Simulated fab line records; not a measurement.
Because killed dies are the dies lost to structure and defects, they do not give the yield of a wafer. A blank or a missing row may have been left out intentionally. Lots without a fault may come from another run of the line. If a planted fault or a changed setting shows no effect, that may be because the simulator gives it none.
fab line records -- flow nand_harc -- part 1 of 2: steps 1 to 23 of 35
record: lots: 5, wafers: 15, last_day: 25
route steps=1159 shown A_CHANNEL_HOLE_D1@478 A_CHANNEL_FILL_D1@490
lots with no fault: from the same line, run without faults
start_h: the number of hours between the record's first day and the start of the first shown wafer of the lot -- wait_h: hours from the lot's prior step to this one -- " unchanged from the row above -- L1.1+2: a row that stands for several wafers -- - either no value or no given start -- * or withheld: withheld -- < > ~ a bound
route shown NAME@n: names a module that has steps shown in the file, with the first one's number in the route -- usual: mean/standard deviation taken from wafers without a fault -- same: alike in all rows -- chamber/n: place in a boat -- sites: the reading at each site -- _std_site: how widely they spread, as a standard deviation -- _edge_site: inner sites' mean taken away from outer sites' mean -- radius_mm: how far each site lies from the wafer's centre -- mask NAME#n: copy n -- behind: the most recent tool/chamber to have shaped the wafer -- hold: why the lot went on hold/how many hours it stayed there/how the hold came to an end -- device: the n, p or np transistor that did not switch -- end of line: the same wafers' tests at the end of the route -- a step given without rows: its recipe and nothing more -- killed: not the wafer's yield, but the dies lost to structure and defects at the first sort -- map: per-die view of a wafer (x killed, . not killed, _ where there is no die)
set.NAME: the run value of the setting; set.NAME@STEP: its run value at that earlier step -- model.NAME: the simulator's own value behind a step, which no gauge read
lots at selected steps of the route; one table per step, one row per wafer
services: the hour from which a tool's chamber was out of use, counted from the record's first day as start_h (under 0 if before that day), plus the number of hours and why
== steps ==
step: NHARC_A_CHANNEL_HOLE_D1_ETCH_26
recipe: bias_v: 300, source_w: 2000, pressure_mtorr: 30, time_s: 224.1, ar_flow_sccm: 375, c4f8_flow_sccm: 11.4, o2_flow_sccm: 113.6, temp_c: -20, target_depth_a: 3000, chemistry: C4F8/O2/Ar
usual: drypump_motor_current_A: 5.8/0.51, he_backside_leak_sccm: 5.7/0.77, showerhead_plenum_p_Torr: 3.78/0.067, throttle_valve_pct: 24.583/0.0093
lot.wafer,tool,chamber,start_h,wait_h,drypump_motor_current_A,he_backside_leak_sccm,rf_hours_counter_h,showerhead_plenum_p_Torr,throttle_valve_pct
L079.2,har_etch-02,0,198.54,0.6,5.7,5.0,111,3.77,24.584
L079.3,har_etch-02,0,198.54,0.6,5.7,5.2,-,3.78,24.574
L079.6,har_etch-02,0,198.54,0.6,5.7,4.9,-,3.77,24.577
L086.1,har_etch-02,0,253.67,0.7,5.7,4.8,134,3.76,24.569
L086.4,har_etch-02,1,253.67,0.7,6.6,5.0,-,3.68,24.594
L086.6,har_etch-02,0,253.67,0.7,5.7,5.0,-,3.76,24.598
L089.1,har_etch-01,0,270.82,0.7,5.7,6.2,234,3.85,24.582
L089.2,har_etch-01,1,270.82,0.7,5.1,5.7,234,3.79,24.579
L089.4,har_etch-01,0,270.82,0.7,5.8,6.5,-,3.85,24.584
L097.4,har_etch-02,0,314.13,0.5,5.7,5.2,-,3.75,24.594
L097.3,har_etch-02,1,314.13,0.5,6.6,4.9,-,3.66,24.586
L097.5,har_etch-02,0,314.13,0.5,5.7,5.3,-,3.75,24.587
L095.2,har_etch-02,1,319.93,0.7,6.6,5.7,164,3.66,24.588
L095.4,har_etch-02,1,319.93,0.7,6.6,5.7,-,3.66,24.595
L095.6,har_etch-02,0,319.93,0.7,5.7,4.9,-,3.74,24.581
step: NHARC_A_CHANNEL_HOLE_D1_ETCH_33
recipe: bias_v: 400, source_w: 2000, pressure_mtorr: 25, time_s: 90, ar_flow_sccm: 375, c4f8_flow_sccm: 41.7, o2_flow_sccm: 83.3, temp_c: -20, target_depth_a: 4000, chemistry: C4F8/O2/Ar
usual: drypump_motor_current_A: 5.8/0.51, he_backside_leak_sccm: 5.6/0.65, showerhead_plenum_p_Torr: 3.77/0.065, throttle_valve_pct: 27.619/0.0096
lot.wafer,tool,chamber,start_h,wait_h,drypump_motor_current_A,he_backside_leak_sccm,rf_hours_counter_h,showerhead_plenum_p_Torr,throttle_valve_pct
L079.2,har_etch-02,0,198.74,0.2,5.7,5.2,111,3.77,27.629
L079.3,har_etch-02,0,198.74,0.2,5.7,4.8,-,3.77,27.608
L079.6,har_etch-02,0,198.74,0.2,5.7,4.6,-,3.77,27.625
L086.1,har_etch-02,0,253.87,0.2,5.6,4.5,134,3.76,27.626
L086.4,har_etch-02,1,253.87,0.2,6.6,7.9,-,3.67,27.614
L086.6,har_etch-02,0,253.87,0.2,5.7,5.3,-,3.76,27.608
L089.1,har_etch-01,0,271.02,0.2,5.7,6.9,234,3.84,27.621
L089.2,har_etch-01,1,271.02,0.2,5.2,5.6,234,3.78,27.623
L089.4,har_etch-01,0,271.02,0.2,5.7,6.9,-,3.84,27.620
L097.4,har_etch-02,0,314.32,0.2,5.6,4.9,-,3.74,27.619
L097.3,har_etch-02,1,314.32,0.2,6.6,5.3,-,3.66,27.616
L097.5,har_etch-02,0,314.32,0.2,5.7,4.9,-,3.74,27.622
L095.2,har_etch-02,1,320.13,0.2,6.6,5.1,165,3.66,27.614
L095.4,har_etch-02,1,320.13,0.2,6.6,5.2,-,3.66,27.614
L095.6,har_etch-02,0,320.13,0.2,5.7,5.2,-,3.74,27.628
step: NHARC_A_CHANNEL_HOLE_D1_STRIP_41
recipe: n2_flow_sccm: 150, h2_flow_sccm: 150, ar_flow_sccm: 0, bias_w: 0, chemistry: N2/H2
lot.wafer,tool,chamber,start_h,wait_h
L079.2+3+6,rie_diel-11,"2,3,1",199.24,0.5
L086.4+1+6,rie_diel-02,"0,1,3",254.42,0.4
L089.2+4+1,rie_diel-13,"3,0,2",271.55,0.5
L097.3+4+5,rie_diel-11,"2,0,2",314.79,0.4
L095.4+2+6,rie_diel-02,"0,2,1",320.65,0.4
step: NHARC_A_CHANNEL_HOLE_D1_STRIP_42
recipe: cf4_flow_sccm: 100, chf3_flow_sccm: 30, ar_flow_sccm: 0, bias_w: 0, chemistry: CF4/CHF3
lot.wafer,tool,chamber,start_h,wait_h
L079.3+2+6,rie_diel-11,"0,3,1",199.33,0.1
L086.4+1+6,rie_diel-02,"2,0,3",254.50,0.1
L089.4+2+1,rie_diel-13,"0,1,2",271.64,0.1
L097.3+4+5,rie_diel-11,"0,1,0",314.88,0.1
L095.4+2+6,rie_diel-02,"2,3,0",320.75,0.1
step: NHARC_A_CHANNEL_HOLE_D1_STRIP_43
recipe: o2_flow_sccm: 400, cos_flow_sccm: 20, ar_flow_sccm: 0, bias_w: 0, chemistry: O2/COS
lot.wafer,tool,chamber,start_h,wait_h
L079.2+3+6,rie_diel-11,"3,2,3",199.39,0.0
L086.1+4+6,rie_diel-02,"1,2,0",254.57,0.1
L089.2+4+1,rie_diel-13,"0,2,3",271.70,0.1
L097.4+3+5,rie_diel-11,"0,1,3",314.95,0.1
L095.2+4+6,rie_diel-02,"3,2,3",320.81,0.0
step: NHARC_A_CHANNEL_HOLE_D1_ETCH_44
recipe: target_depth_a: 1400, overetch_a: 140, time_s: 77, ion_energy_ev: 100, cf4_flow_sccm: 80, o2_flow_sccm: 20, ar_flow_sccm: 0, rf_w: 300, bias_w: 100, chemistry: CF4/O2
usual: drypump_motor_current_A: 5.6/0.4, oes_product_au: 0.999/0.008, rf_vpp_V: 198.2/1.5, showerhead_plenum_p_Torr: 1.35/0.064, throttle_valve_pct: 13.397/0.0095
lot.wafer,tool,chamber,start_h,wait_h,drypump_motor_current_A,oes_product_au,rf_hours_counter_h,rf_vpp_V,showerhead_plenum_p_Torr,throttle_valve_pct
L079.2,rie_diel-11,3,199.47,0.1,5.4,1.002,0,198.1,1.30,13.378
L079.3,rie_diel-11,0,199.47,0.1,5.5,1.008,0,197.4,1.27,13.381
L079.6,rie_diel-11,1,199.47,0.1,4.8,0.999,-,199.3,1.42,13.394
L086.1,rie_diel-02,2,254.64,0.1,5.5,0.994,7,199.5,1.42,13.375
L086.4,rie_diel-02,3,254.64,0.1,5.8,0.997,7,199.0,1.41,13.412
L086.6,rie_diel-02,0,254.64,0.1,5.7,1.003,-,198.7,1.36,13.393
L089.1,rie_diel-13,0,271.76,0.0,5.3,0.985,14,200.4,1.43,13.399
L089.4,rie_diel-13,2,271.76,0.0,5.2,0.993,14,196.2,1.27,13.398
L089.2,rie_diel-13,3,271.76,0.0,5.6,0.989,15,197.8,1.34,13.397
L097.4,rie_diel-11,0,315.02,0.1,5.4,1.002,7,195.5,1.27,13.421
L097.3,rie_diel-11,1,315.02,0.1,4.7,0.992,8,197.9,1.41,13.401
L097.5,rie_diel-11,3,315.02,0.1,5.4,1.013,-,196.1,1.30,13.405
L095.2,rie_diel-02,0,320.89,0.1,5.7,1.005,11,197.8,1.36,13.392
L095.4,rie_diel-02,1,320.89,0.1,6.3,1.011,12,196.7,1.24,13.384
L095.6,rie_diel-02,3,320.89,0.1,5.8,1.010,-,198.9,1.41,13.398
step: NHARC_A_CHANNEL_HOLE_D1_STRIP_27
recipe: o2_flow_sccm: 500, ar_flow_sccm: 0, bias_w: 0, chemistry: O2
usual: drypump_motor_current_A: 5.6/0.37, oes_product_au: 1.000/0.0079, rf_vpp_V: 57.8/0.85, showerhead_plenum_p_Torr: 3.57/0.16, throttle_valve_pct: 17.035/0.009
lot.wafer,tool,chamber,start_h,wait_h,drypump_motor_current_A,oes_product_au,rf_hours_counter_h,rf_vpp_V,showerhead_plenum_p_Torr,throttle_valve_pct
L079.2,rie_diel-11,1,-,-,4.8,1.000,0,59.3,3.73,17.035
L079.3,rie_diel-11,2,-,-,5.9,1.008,0,59.0,3.64,17.032
L079.6,rie_diel-11,3,-,-,5.4,1.002,-,56.3,3.45,17.046
L086.1,rie_diel-02,0,-,-,5.7,0.994,6,57.5,3.60,17.043
L086.4,rie_diel-02,3,-,-,5.8,0.989,7,59.1,3.71,17.057
L086.6,rie_diel-02,1,-,-,6.3,1.009,-,56.8,3.30,17.027
L089.1,rie_diel-13,1,-,-,6.0,0.990,12,57.0,3.55,17.035
L089.4,rie_diel-13,2,-,-,5.2,0.990,14,57.0,3.36,17.033
L089.2,rie_diel-13,3,-,-,5.6,1.001,15,57.1,3.54,17.041
L097.3,rie_diel-11,2,-,-,5.9,0.993,8,58.1,3.64,17.035
L097.4,rie_diel-11,3,-,-,5.4,1.008,7,57.1,3.45,17.065
L097.5,rie_diel-11,2,-,-,5.9,0.999,-,60.1,3.64,17.024
L095.2,rie_diel-02,0,-,-,5.7,0.998,11,58.4,3.60,17.028
L095.4,rie_diel-02,1,-,-,6.2,1.009,12,56.0,3.29,17.038
L095.6,rie_diel-02,3,-,-,5.9,1.009,-,57.5,3.71,17.047
step: NHARC_A_CHANNEL_HOLE_D1_PRECLEAN_28
recipe: time_s: *, temp_c: 50, bath_age_min: 0, chemistry: SC1
lot.wafer,tool,chamber,start_h,wait_h
L079.3+2+6,wet_bench-09,"7,0,3",200.11,-
L086.4+1+6,wet_bench-06,"1,4,6",255.28,-
L089.2+1+4,wet_bench-09,"1,4,6",272.42,-
L097.4+3+5,wet_bench-06,"1,2,3",315.66,-
L095.6+4+2,wet_bench-01,"3,4,6",321.53,-
step: NHARC_A_CHANNEL_HOLE_D1_SRD_29
lot.wafer,tool,chamber,start_h,wait_h
L079.3+2+6,wet_bench-09,"7,0,3",-,-
L086.4+1+6,wet_bench-06,"1,4,6",-,-
L089.2+1+4,wet_bench-09,"1,4,6",-,-
L097.4+3+5,wet_bench-06,"1,2,3",-,-
L095.6+4+2,wet_bench-01,"3,4,6",-,-
step: NHARC_A_CHANNEL_HOLE_D1_CD_MEAS_30
usual: cd_nm: 89.4/1.3
lot.wafer,tool,chamber,start_h,wait_h,cd_nm
L079.2,cd_sem-02,-,200.25,-,90.0
L079.3,cd_sem-02,-,200.25,-,90.5
L079.6,cd_sem-02,-,200.25,-,89.4
L086.1,cd_sem-02,-,255.42,-,90.0
L086.4,cd_sem-02,-,255.42,-,89.3
L086.6,cd_sem-02,-,255.42,-,91.0
L089.1,cd_sem-03,-,272.56,-,89.9
L089.2,cd_sem-03,-,272.56,-,91.0
L089.4,cd_sem-03,-,272.56,-,88.4
L097.3,cd_sem-02,-,315.80,-,88.2
L097.4,cd_sem-02,-,315.80,-,86.7
L097.5,cd_sem-02,-,315.80,-,89.6
L095.2,cd_sem-02,-,321.67,-,91.1
L095.4,cd_sem-02,-,321.67,-,90.4
L095.6,cd_sem-02,-,321.67,-,88.7
step: NHARC_A_CHANNEL_HOLE_D1_XSEM_31
recipe: landing_energy_ev: 35000
usual: bot_cd_nm: 74.0/1.5, bow_nm: 8.56/0.3, tilt_deg: 0.08/0.043
lot.wafer,tool,chamber,start_h,wait_h,bot_cd_nm,bow_nm,tilt_deg
L079.2,xsem-01,0,200.33,0.1,74.9,8.10,0.10
L079.3,xsem-01,0,200.33,0.1,76.2,8.11,0.10
L079.6,xsem-01,0,200.33,0.1,75.0,8.14,0.10
L086.1,xsem-01,0,255.50,0.1,73.5,8.43,0.07
L086.4,xsem-01,0,255.50,0.1,73.3,8.34,0.07
L086.6,xsem-01,0,255.50,0.1,74.9,8.35,0.07
L089.1,xsem-01,0,272.65,0.1,75.7,8.86,0.04
L089.2,xsem-01,0,272.65,0.1,76.3,8.89,0.04
L089.4,xsem-01,0,272.65,0.1,74.2,8.93,0.04
L097.3,xsem-01,0,315.89,0.1,72.4,8.66,0.02
L097.4,xsem-01,0,315.89,0.1,72.1,8.60,0.01
L097.5,xsem-01,0,315.89,0.1,75.1,8.62,0.01
L095.2,xsem-02,0,321.77,0.1,74.8,8.28,0.04
L095.4,xsem-02,0,321.77,0.1,74.6,8.25,0.04
L095.6,xsem-02,0,321.77,0.1,72.8,8.27,0.04
step: NHARC_A_CHANNEL_HOLE_D1_INSPECT_40
usual: raw_defect_count: 58/16
lot.wafer,tool,chamber,start_h,wait_h,raw_defect_count
L079.2,defect_inspect-01,-,200.43,-,50
L079.3,defect_inspect-01,-,200.43,-,46
L079.6,defect_inspect-01,-,200.43,-,66
L086.1,defect_inspect-01,-,255.60,-,46
L086.4,defect_inspect-01,-,255.60,-,43
L086.6,defect_inspect-01,-,255.60,-,29
L089.1,defect_inspect-01,-,272.74,-,91
L089.2,defect_inspect-01,-,272.74,-,83
L089.4,defect_inspect-01,-,272.74,-,88
L097.3,defect_inspect-01,-,315.98,-,61
L097.4,defect_inspect-01,-,315.98,-,52
L097.5,defect_inspect-01,-,315.98,-,57
L095.2,defect_inspect-02,-,321.86,-,66
L095.4,defect_inspect-02,-,321.86,-,44
L095.6,defect_inspect-02,-,321.86,-,71
step: NHARC_A_CHANNEL_FILL_D1_PRECLEAN_00
recipe: time_s: *, temp_c: 50, bath_age_min: 0, chemistry: SC1
lot.wafer,tool,chamber,start_h,wait_h
L079.6+2+3,wet_bench-02,"7,0,1",200.51,0.1
L086.4+1+6,wet_bench-02,"0,1,3",255.65,0.0
L089.2+4+1,wet_bench-02,"4,5,6",272.81,0.1
L097.4+3+5,wet_bench-02,"0,2,4",316.04,0.1
L095.6+4+2,wet_bench-03,"4,5,6",321.92,0.1
step: NHARC_A_CHANNEL_FILL_D1_SRD_01
lot.wafer,tool,chamber,start_h,wait_h
L079.6+2+3,wet_bench-02,"7,0,1",-,-
L086.4+1+6,wet_bench-02,"0,1,3",-,-
L089.2+4+1,wet_bench-02,"4,5,6",-,-
L097.4+3+5,wet_bench-02,"0,2,4",-,-
L095.6+4+2,wet_bench-03,"4,5,6",-,-
step: NHARC_A_CHANNEL_FILL_D1_ALD_02
recipe: target_thk_a: 60, pulse_time_s: 10, ald_cycles: 60, temp_c: 300, material: SiO2
usual: heater_power_w: 482/37, precursor_pulse_height_rel: 1.002/0.02
same: ald_cycles: 60
lot.wafer,tool,chamber,start_h,wait_h,heater_power_w,precursor_pulse_height_rel
L079.2,ald_hk-02,3,200.78,-,539,0.985
L079.3,ald_hk-02,0,200.78,-,524,0.987
L079.6,ald_hk-02,2,200.78,-,446,1.002
L086.1,ald_hk-04,0,255.87,-,466,1.020
L086.4,ald_hk-04,2,255.87,-,452,1.021
L086.6,ald_hk-04,0,255.87,-,463,0.987
L089.1,ald_hk-04,3,272.94,-,447,0.993
L089.2,ald_hk-04,0,272.94,-,475,0.998
L089.4,ald_hk-04,2,272.94,-,461,0.995
L097.4,ald_hk-04,3,316.18,-,445,1.012
L097.3,ald_hk-04,2,316.18,-,459,0.988
L097.5,ald_hk-04,0,316.18,-,464,1.009
L095.4,ald_hk-04,2,322.06,-,458,1.009
L095.2,ald_hk-04,3,322.06,-,442,0.998
L095.6,ald_hk-04,2,322.06,-,464,1.014
step: NHARC_A_CHANNEL_FILL_D1_ALD_03
recipe: target_thk_a: 60, pulse_time_s: 60, ald_cycles: 58, temp_c: 630, pressure_torr: 2, material: SiNx
usual: precursor_pulse_height_rel: 1.000/0.018
same: ald_cycles: 58
lot.wafer,tool,chamber,start_h,wait_h,precursor_pulse_height_rel
L079.2,ald_sin_batch-02,0,-,-,0.981
L079.3,ald_sin_batch-02,0,-,-,0.999
L079.6,ald_sin_batch-02,0,-,-,0.986
L086.1,ald_sin_batch-01,0,-,-,1.009
L086.4,ald_sin_batch-01,0,-,-,0.986
L086.6,ald_sin_batch-01,0,-,-,1.006
L089.1,ald_sin_batch-01,0,-,-,1.002
L089.2,ald_sin_batch-01,0,-,-,1.006
L089.4,ald_sin_batch-01,0,-,-,1.011
L097.3,ald_sin_batch-01,0,-,-,1.006
L097.4,ald_sin_batch-01,0,-,-,0.993
L097.5,ald_sin_batch-01,0,-,-,0.962
L095.2,ald_sin_batch-01,0,-,-,1.004
L095.4,ald_sin_batch-01,0,-,-,0.976
L095.6,ald_sin_batch-01,0,-,-,0.979
step: NHARC_A_CHANNEL_FILL_D1_ALD_14
recipe: target_thk_a: 25, pulse_time_s: 10, ald_cycles: 25, temp_c: 300, material: SiO2
usual: heater_power_w: 489/36, precursor_pulse_height_rel: 1.001/0.019
same: ald_cycles: 25
lot.wafer,tool,chamber,start_h,wait_h,heater_power_w,precursor_pulse_height_rel
L079.3,ald_hk-04,1,207.75,0.1,438,0.994
L079.2,ald_hk-04,2,207.75,0.1,445,1.012
L079.6,ald_hk-04,0,207.75,0.1,467,0.983
L086.4,ald_hk-03,0,262.92,0.1,501,0.998
L086.1,ald_hk-03,1,262.92,0.1,535,1.038
L086.6,ald_hk-03,2,262.92,0.1,477,0.987
L089.2,ald_hk-04,1,279.98,0.0,442,0.994
L089.4,ald_hk-04,2,279.98,0.0,460,1.018
L089.1,ald_hk-04,0,279.98,0.0,472,1.014
L097.3,ald_hk-03,2,323.28,0.1,464,0.970
L097.4,ald_hk-03,3,323.28,0.1,518,1.029
L097.5,ald_hk-03,1,323.28,0.1,547,0.988
L095.2,ald_hk-04,3,329.06,0.0,451,0.995
L095.4,ald_hk-04,0,329.06,0.0,470,1.028
L095.6,ald_hk-04,0,329.06,0.0,468,0.998
step: NHARC_A_CHANNEL_FILL_D1_ALD_15
recipe: target_thk_a: 20, pulse_time_s: 60, ald_cycles: 19, temp_c: 630, pressure_torr: 2, material: SiNx
usual: precursor_pulse_height_rel: 1.001/0.022
same: ald_cycles: 19
lot.wafer,tool,chamber,start_h,wait_h,precursor_pulse_height_rel
L079.2,ald_sin_batch-02,0,-,-,1.004
L079.3,ald_sin_batch-02,0,-,-,1.026
L079.6,ald_sin_batch-02,0,-,-,1.003
L086.1,ald_sin_batch-02,0,-,-,0.989
L086.4,ald_sin_batch-02,0,-,-,1.001
L086.6,ald_sin_batch-02,0,-,-,1.018
L089.1,ald_sin_batch-03,0,-,-,1.015
L089.2,ald_sin_batch-03,0,-,-,1.031
L089.4,ald_sin_batch-03,0,-,-,1.003
L097.3,ald_sin_batch-02,0,-,-,0.996
L097.4,ald_sin_batch-02,0,-,-,0.991
L097.5,ald_sin_batch-02,0,-,-,1.023
L095.2,ald_sin_batch-02,0,-,-,1.039
L095.4,ald_sin_batch-02,0,-,-,1.009
L095.6,ald_sin_batch-02,0,-,-,0.990
step: NHARC_A_CHANNEL_FILL_D1_ALD_16
recipe: target_thk_a: 15, pulse_time_s: 10, ald_cycles: 15, temp_c: 300, material: SiO2
usual: heater_power_w: 472/34, precursor_pulse_height_rel: 1.000/0.019
same: ald_cycles: 15
lot.wafer,tool,chamber,start_h,wait_h,heater_power_w,precursor_pulse_height_rel
L079.2,ald_hk-04,0,212.87,0.1,466,1.000
L079.3,ald_hk-04,1,212.87,0.1,454,0.987
L079.6,ald_hk-04,0,212.87,0.1,448,0.983
L086.4,ald_hk-03,0,268.08,0.1,504,1.013
L086.1,ald_hk-03,1,268.08,0.1,544,0.980
L086.6,ald_hk-03,3,268.08,0.1,506,0.996
L089.2,ald_hk-04,3,285.15,0.0,433,1.059
L089.4,ald_hk-04,1,285.15,0.0,440,1.004
L089.1,ald_hk-04,2,285.15,0.0,456,1.023
L097.3,ald_hk-04,2,328.44,0.1,463,1.036
L097.4,ald_hk-04,0,328.44,0.1,461,0.954
L097.5,ald_hk-04,1,328.44,0.1,421,1.004
L095.4,ald_hk-04,0,335.23,1.1,470,1.005
L095.2,ald_hk-04,2,335.23,1.1,458,0.980
L095.6,ald_hk-04,0,335.23,1.1,457,1.022
step: NHARC_A_CHANNEL_FILL_D1_ANNEAL_17
recipe: temp_c: 850, time_s: 1800
lot.wafer,tool,chamber,start_h,wait_h
L079.2+3+6,furnace-01,0,216.00,-
L086.1+4+6,furnace-01,0,271.19,-
L089.1+2+4,furnace-01,0,289.15,-
L097.3+4+5,furnace-01,0,331.59,-
L095.2+4+6,furnace-01,0,338.40,-
step: NHARC_A_CHANNEL_FILL_D1_CVD_18
recipe: target_thk_a: 30, temp_c: 550, material: poly-Si
lot.wafer,tool,chamber,start_h,wait_h
L079.2+3+6,lpcvd_poly-03,0,222.61,-
L086.1+4+6,lpcvd_poly-03,0,277.82,-
L089.1+2+4,lpcvd_poly-02,0,295.66,-
L097.3+4+5,lpcvd_poly-01,0,337.95,-
L095.2+4+6,lpcvd_poly-03,0,344.95,-
step: NHARC_A_CHANNEL_FILL_D1_ETCHBACK_19
recipe: target_depth_a: 50, time_s: 1.7, hbr_flow_sccm: 150, cl2_flow_sccm: 50, rf_w: 400, icp_w: 400, bias_w: 100, chemistry: HBr/Cl2
usual: drypump_motor_current_A: 5.8/0.52, he_backside_leak_sccm: 2.61/0.24, oes_product_au: 1.000/0.0095, throttle_valve_pct: 26.405/0.0091
lot.wafer,tool,chamber,start_h,wait_h,drypump_motor_current_A,he_backside_leak_sccm,oes_product_au,rf_hours_counter_h,throttle_valve_pct
L079.2,rie_si-06,2,224.66,0.4,5.7,2.42,1.006,0.5,26.406
L079.3,rie_si-06,3,224.66,0.4,5.8,2.73,0.991,0.4,26.397
L079.6,rie_si-06,2,224.66,0.4,5.7,2.64,1.006,-,26.411
L086.4,rie_si-06,2,279.87,0.4,5.7,2.45,0.996,1.0,26.410
L086.1,rie_si-06,3,279.87,0.4,5.8,2.79,0.990,0.8,26.402
L086.6,rie_si-06,3,279.87,0.4,5.8,2.73,0.994,-,26.403
L089.1,rie_si-06,0,297.73,0.4,6.6,2.51,0.996,0.8,26.410
L089.4,rie_si-06,1,297.73,0.4,6.3,2.51,1.003,1.1,26.394
L089.2,rie_si-06,3,297.73,0.4,5.8,2.71,0.996,1.0,26.420
L097.4,rie_si-05,2,340.02,0.4,5.1,2.42,1.005,0.8,26.399
L097.3,rie_si-05,3,340.02,0.4,5.0,2.96,1.020,0.6,26.414
L097.5,rie_si-05,1,340.02,0.4,5.8,2.41,0.996,-,26.401
L095.2,rie_si-06,2,347.05,0.4,5.7,2.54,0.997,1.5,26.417
L095.4,rie_si-06,3,347.05,0.4,5.8,2.76,0.990,1.4,26.402
L095.6,rie_si-06,0,347.05,0.4,6.7,2.65,0.997,-,26.408
step: NHARC_A_CHANNEL_FILL_D1_ETCHBACK_20
recipe: target_depth_a: 270, time_s: 13.5, c4f8_flow_sccm: withheld, o2_flow_sccm: 8, ar_flow_sccm: withheld, rf_w: 600, bias_w: 1500, chemistry: C4F8/O2/Ar
usual: oes_product_au: 0.96/0.036, rf_vpp_V: 979/6.1
lot.wafer,tool,chamber,start_h,wait_h,oes_product_au,rf_hours_counter_h,rf_vpp_V
L079.2,rie_diel-08,3,224.79,-,1.00,18,972
L079.3,rie_diel-08,2,224.79,-,1.00,19,986
L079.6,rie_diel-08,2,224.79,-,1.00,-,987
L086.1,rie_diel-10,2,280.00,-,0.92,2,971
L086.4,rie_diel-10,3,280.00,-,0.93,2,979
L086.6,rie_diel-10,1,280.00,-,0.92,-,989
L089.1,rie_diel-10,1,297.85,-,0.93,3,988
L089.2,rie_diel-10,2,297.85,-,0.92,3,970
L089.4,rie_diel-10,3,297.85,-,0.93,3,977
L097.3,rie_diel-10,0,340.13,-,0.93,4,980
L097.4,rie_diel-10,2,340.13,-,0.91,4,970
L097.5,rie_diel-10,0,340.13,-,0.93,-,980
L095.2,rie_diel-10,1,347.16,-,1.00,4,987
L095.4,rie_diel-10,2,347.16,-,0.98,4,970
L095.6,rie_diel-10,1,347.16,-,1.01,-,988
